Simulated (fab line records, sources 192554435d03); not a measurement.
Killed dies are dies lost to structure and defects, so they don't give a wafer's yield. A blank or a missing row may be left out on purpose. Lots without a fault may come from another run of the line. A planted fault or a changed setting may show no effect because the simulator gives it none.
Which tool did it? | flow n5_finfet | 23 lots, 69 wafers sampled, at 4 steps of a route of 1938

WHAT THE GAUGES READ, wafer by wafer
N5_BEOL_M9_OVL_MEAS_12.
lot  | measured     | on         | M9_OVL (nm)
L074 | day 9 10:44  | overlay-02 | 2.4 2.4 2.4
L075 | day 9 15:59  | overlay-01 | -0.7 -0.8 -1.1
L076 | day 9 21:46  | overlay-02 | 0.2 0.6 1.2
L078 | day 10 02:44 | overlay-01 | -0.7 0.1 0.6
L077 | day 10 02:26 | overlay-01 | -0.3 -0.1 0.8
L079 | day 10 12:25 | overlay-01 | 1.4 1.0 1.1
L080 | day 10 20:02 | overlay-01 | -0.1 0.6 0.1
L081 | day 11 12:10 | overlay-02 | 1.4 0.9 0.3
L082 | day 11 22:10 | overlay-01 | 0.9 -0.6 0.6
L083 | day 12 08:33 | overlay-02 | 1.6 1.8 1.4
L084 | day 12 16:51 | overlay-01 | 0.5 1.2 -1.2
L085 | day 12 17:05 | overlay-01 | 1.0 0.6 0.1
L086 | day 12 19:50 | overlay-02 | 0.4 1.6 0.9
L088 | day 12 22:04 | overlay-01 | 1.5 1.2 1.5
L087 | day 13 04:56 | overlay-02 | -0.8 -0.8 -1.2
L090 | day 13 10:02 | overlay-01 | 0.3 0.1 0.8
L091 | day 14 11:37 | overlay-01 | -0.3 0.1 1.0
L094 | day 14 11:47 | overlay-01 | -0.7 -0.3 -1.0
L092 | day 14 14:22 | overlay-02 | 0.2 1.1 0.2
L093 | day 14 17:18 | overlay-02 | 1.1 0.8 0.1
L096 | day 15 08:11 | overlay-01 | 0.3 0.2 0.7
L095 | day 15 08:28 | overlay-01 | 1.6 0.7 0.3
L097 | day 15 11:56 | overlay-02 | 0.6 1.4 0.5

N5_BEOL_M9_CD_MEAS_28: target cd 70 nm.
lot  | measured     | on        | cd_nm (nm)
L074 | day 9 14:42  | cd_sem-01 | 70.35 69.86 69.90
L075 | day 9 18:08  | cd_sem-02 | 69.87 69.74 69.76
L076 | day 9 22:35  | cd_sem-03 | 69.76 70.07 70.18
L078 | day 10 04:58 | cd_sem-02 | 70.28 70.01 70.10
L077 | day 10 04:48 | cd_sem-03 | 69.50 69.83 70.38
L079 | day 10 13:23 | cd_sem-03 | 69.34 69.95 70.32
L080 | day 10 20:58 | cd_sem-03 | 69.98 69.88 69.84
L081 | day 11 16:29 | cd_sem-01 | 70.39 69.82 70.27
L082 | day 11 23:16 | cd_sem-03 | 70.21 69.83 70.03
L083 | day 12 10:23 | cd_sem-02 | 70.34 69.62 70.27
L084 | day 12 18:23 | cd_sem-02 | 69.86 69.65 69.76
L085 | day 12 18:33 | cd_sem-02 | 70.08 70.12 69.80
L086 | day 12 21:02 | cd_sem-01 | 69.59 69.89 69.67
L088 | day 12 23:11 | cd_sem-03 | 70.02 70.17 70.00
L087 | day 13 08:33 | cd_sem-03 | 70.46 70.14 69.59
L090 | day 13 12:35 | cd_sem-01 | 70.19 70.21 69.79
L091 | day 14 13:11 | cd_sem-01 | 69.99 69.73 70.40
L094 | day 14 13:08 | cd_sem-01 | 69.91 69.91 70.33
L092 | day 14 16:11 | cd_sem-02 | 70.16 70.32 70.24
L093 | day 14 18:59 | cd_sem-03 | 69.62 69.91 69.85
L096 | day 15 11:18 | cd_sem-01 | 69.92 69.82 69.67
L095 | day 15 11:50 | cd_sem-01 | 69.80 69.87 70.06
L097 | day 15 12:55 | cd_sem-03 | 70.17 70.47 70.31

WHICH TOOL RAN EACH LOT (tool, then ch and the chambers of the sampled wafers, then the start)
lot  | N5_BEOL_M8_CMP_52             | N5_BEOL_M9_DESCUM_16
L074 | cmp-02 ch 0,2,3, day 9 08:16  | rie_diel-05 ch 0,1,3, day 9 10:47
L075 | cmp-04 ch 2,3, day 9 12:21    | rie_diel-05 ch 0,2,3, day 9 16:02
L076 | cmp-02 ch 0,2,3, day 9 19:05  | rie_diel-02 ch 0,3, day 9 21:50
L078 | cmp-02 ch 0,1,3, day 9 23:19  | rie_diel-02 ch 1,2,3, day 10 02:59
L077 | cmp-04 ch 1,2,3, day 9 23:34  | rie_diel-02 ch 1,2,3, day 10 02:29
L079 | cmp-02 ch 0,2,3, day 10 08:05 | rie_diel-06 ch 1,3, day 10 12:30
L080 | cmp-04 ch 1,2,3, day 10 17:07 | rie_diel-05 ch 0,1,3, day 10 20:05
L081 | cmp-04 ch 0,1,2, day 11 07:22 | rie_diel-05 ch 1,2,3, day 11 12:14
L082 | cmp-01 ch 1,2, day 11 19:05   | rie_diel-05 ch 0,1,3, day 11 22:29
L083 | cmp-01 ch 0,2,3, day 12 05:42 | rie_diel-05 ch 1,2,3, day 12 08:38
L084 | cmp-02 ch 0,2, day 12 14:58   | rie_diel-02 ch 0,1,2, day 12 16:55
L085 | cmp-01 ch 0,1, day 12 15:14   | rie_diel-06 ch 1,3, day 12 17:20
L086 | cmp-01 ch 1,2,3, day 12 16:38 | rie_diel-05 ch 1,2,3, day 12 19:53
L088 | cmp-02 ch 0,1,3, day 12 20:22 | rie_diel-02 ch 1,2, day 12 22:07
L087 | cmp-01 ch 0,1,2, day 13 01:44 | rie_diel-02 ch 0,2, day 13 05:00
L090 | cmp-01 ch 1,2,3, day 13 06:04 | rie_diel-02 ch 1,2, day 13 10:05
L091 | cmp-04 ch 0,1,2, day 14 05:58 | rie_diel-02 ch 0,1,3, day 14 11:40
L094 | cmp-04 ch 0,2,3, day 14 07:46 | rie_diel-02 ch 0,1, day 14 11:55
L092 | cmp-01 ch 0,1,3, day 14 11:49 | rie_diel-02 ch 0,2, day 14 14:41
L093 | cmp-02 ch 1,2,3, day 14 14:10 | rie_diel-02 ch 0,1,2, day 14 17:56
L096 | cmp-04 ch 0,2,3, day 15 04:49 | rie_diel-02 ch 1,2,3, day 15 08:22
L095 | cmp-01 ch 0,2,3, day 15 05:14 | rie_diel-05 ch 1,2, day 15 08:32
L097 | cmp-01 ch 1,2,3, day 15 08:27 | rie_diel-06 ch 0,1,3, day 15 12:02
- N5_BEOL_M8_CMP_52: polishes, stops on SiCOH lowk, t overpolish 6.9 s, target thk 80 nm.
- N5_BEOL_M9_DESCUM_16: chemistry O2, time 7.9 s.

WHAT THE TOOLS THEMSELVES READ (means of the sampled wafers that have a number; where no wafer has one, the mark that the record gives instead)
N5_BEOL_M8_CMP_52.
lot  | tool   | barrier_field_endpoint_s (s) | clearing_platen_rpm (rpm) | motor_current_A (A) | overpolish_run_s (s) | pad_life_wafers | platen_rpm (rpm) | slurry_filter_dp_kPa (kPa) | time_to_endpoint_s (s)
L074 | cmp-02 | 28.9                         | 49.995                    | 5.9                 | 6.889                | 1705            | 49.99            | 13.41                      | 64
L075 | cmp-04 | 28.2                         | 50.023                    | 5.7                 | 6.905                | 1980            | 50.02            | 13.50                      | 62
L076 | cmp-02 | 28.2                         | 50.001                    | 5.8                 | 6.900                | 1795            | 50.03            | 13.42                      | 59
L078 | cmp-02 | 28.9                         | 50.000                    | 5.7                 | 6.896                | 1844            | 49.96            | 13.60                      | 63
L077 | cmp-04 | 28.1                         | 50.002                    | 6.0                 | 6.897                | 32              | 50.01            | 13.47                      | 59
L079 | cmp-02 | 28.7                         | 49.999                    | 5.8                 | 6.897                | 1922            | 50.00            | 13.52                      | 62
L080 | cmp-04 | 27.9                         | 50.010                    | 5.9                 | 6.899                | 163             | 50.06            | 13.40                      | 61
L081 | cmp-04 | 28.8                         | 49.994                    | 6.1                 | 6.904                | 296             | 50.00            | 13.46                      | 61
L082 | cmp-01 | 28.5                         | 50.003                    | 5.7                 | 6.903                | 1082            | 50.03            | 13.54                      | 62
L083 | cmp-01 | 28.8                         | 50.010                    | 5.9                 | 6.896                | 1202            | 49.99            | 13.50                      | 60
L084 | cmp-02 | 27.9                         | 49.986                    | 5.5                 | 6.893                | 194             | 49.98            | 13.44                      | 59
L085 | cmp-01 | 28.3                         | 49.989                    | 5.7                 | 6.908                | 1274            | 49.98            | 13.50                      | 61
L086 | cmp-01 | 29.3                         | 50.027                    | 5.9                 | 6.902                | 1286            | 49.99            | 13.45                      | 64
L088 | cmp-02 | 28.1                         | 50.029                    | 5.9                 | 6.901                | 236             | 50.00            | 13.46                      | 61
L087 | cmp-01 | 28.9                         | 49.991                    | 5.6                 | 6.894                | 1358            | 49.99            | 13.52                      | 61
L090 | cmp-01 | 29.5                         | 50.012                    | 6.0                 | 6.897                | 1388            | 50.00            | 13.60                      | 66
L091 | cmp-04 | 28.7                         | 50.009                    | 6.0                 | 6.904                | 781             | 49.98            | 13.61                      | 63
L094 | cmp-04 | 28.7                         | 49.988                    | 5.5                 | 6.904                | 806             | 50.01            | 13.50                      | 61
L092 | cmp-01 | 28.8                         | 50.001                    | 5.9                 | 6.902                | 1603            | 49.98            | 13.57                      | 63
L093 | cmp-02 | 29.3                         | 49.999                    | 6.0                 | 6.897                | 548             | 50.04            | 13.48                      | 65
L096 | cmp-04 | 29.1                         | 49.992                    | 5.7                 | 6.904                | 955             | 50.01            | 13.56                      | 63
L095 | cmp-01 | 29.7                         | 49.995                    | 5.8                 | 6.893                | 1754            | 50.01            | 13.57                      | 65
L097 | cmp-01 | 28.6                         | 50.001                    | 5.6                 | 6.893                | 1784            | 49.96            | 13.55                      | 64

N5_BEOL_M9_DESCUM_16.
lot  | tool        | drypump_motor_current_A (A) | oes_product_au (a.u.) | rf_vpp_V (V) | showerhead_plenum_p_Torr (Torr) | throttle_valve_pct (%)
L074 | rie_diel-05 | 5.8                         | 0.77                  | 243.3        | 2.09                            | 20.45
L075 | rie_diel-05 | 5.6                         | 0.71                  | 243.9        | 2.10                            | 20.54
L076 | rie_diel-02 | 5.4                         | 0.74                  | 243.6        | 2.17                            | 20.66
L078 | rie_diel-02 | 5.4                         | 0.89                  | 245.5        | 2.20                            | 20.40
L077 | rie_diel-02 | 5.4                         | 0.89                  | 245.8        | 2.20                            | 20.40
L079 | rie_diel-06 | 6.5                         | 0.77                  | 244.3        | 2.18                            | 20.19
L080 | rie_diel-05 | 5.8                         | 0.76                  | 243.3        | 2.09                            | 20.46
L081 | rie_diel-05 | 5.4                         | 0.76                  | 244.0        | 2.15                            | 20.53
L082 | rie_diel-05 | 5.8                         | 0.76                  | 243.3        | 2.09                            | 20.48
L083 | rie_diel-05 | 5.4                         | 0.75                  | 243.7        | 2.15                            | 20.55
L084 | rie_diel-02 | 5.3                         | 0.85                  | 243.9        | 2.20                            | 20.52
L085 | rie_diel-06 | 6.5                         | 0.75                  | 243.9        | 2.17                            | 20.21
L086 | rie_diel-05 | 5.4                         | 0.75                  | 243.9        | 2.14                            | 20.55
L088 | rie_diel-02 | 5.2                         | 0.92                  | 244.5        | 2.21                            | 20.23
L087 | rie_diel-02 | 5.1                         | 0.84                  | 244.2        | 2.19                            | 20.30
L090 | rie_diel-02 | 5.4                         | 0.91                  | 245.6        | 2.21                            | 20.46
L091 | rie_diel-02 | 5.4                         | 0.77                  | 244.1        | 2.18                            | 20.74
L094 | rie_diel-02 | 5.5                         | 0.83                  | 246.0        | 2.20                            | 20.78
L092 | rie_diel-02 | 5.1                         | 0.83                  | 245.1        | 2.19                            | 20.32
L093 | rie_diel-02 | 5.3                         | 0.83                  | 245.2        | 2.20                            | 20.54
L096 | rie_diel-02 | 5.4                         | 0.83                  | 245.3        | 2.19                            | 20.45
L095 | rie_diel-05 | 5.5                         | 0.76                  | 244.1        | 2.12                            | 20.66
L097 | rie_diel-06 | 6.1                         | 0.74                  | 243.7        | 2.11                            | 20.28

THE ANSWER, worked out from the rows above alone
Rule: what is usual is taken from the lots themselves. Put in order of their means at a reading, lots are off if they are a third of the lots or fewer, leave a main group of 4 or more, and stand apart from it by a gap of 3 or more times the standard deviation of the main group's means; of several such gaps the widest counts. A main group whose means are all the same, to the digits that the tables above print for the reading, isn't used. A lot without any number at a reading at which 4 lots or more have one is off too. The other lots that the step has rows for count as sound. The gauges are gone through in route order, then the tools' own readings, and for those a lot's mean is taken as printed above. The first step at which some lot is off is used, and at that step the reading that is off furthest; a lot without a number counts as furthest.
No lot is off at any reading shown: from this, nothing can be told.

WHAT THE SIMULATOR HAD PUT IN
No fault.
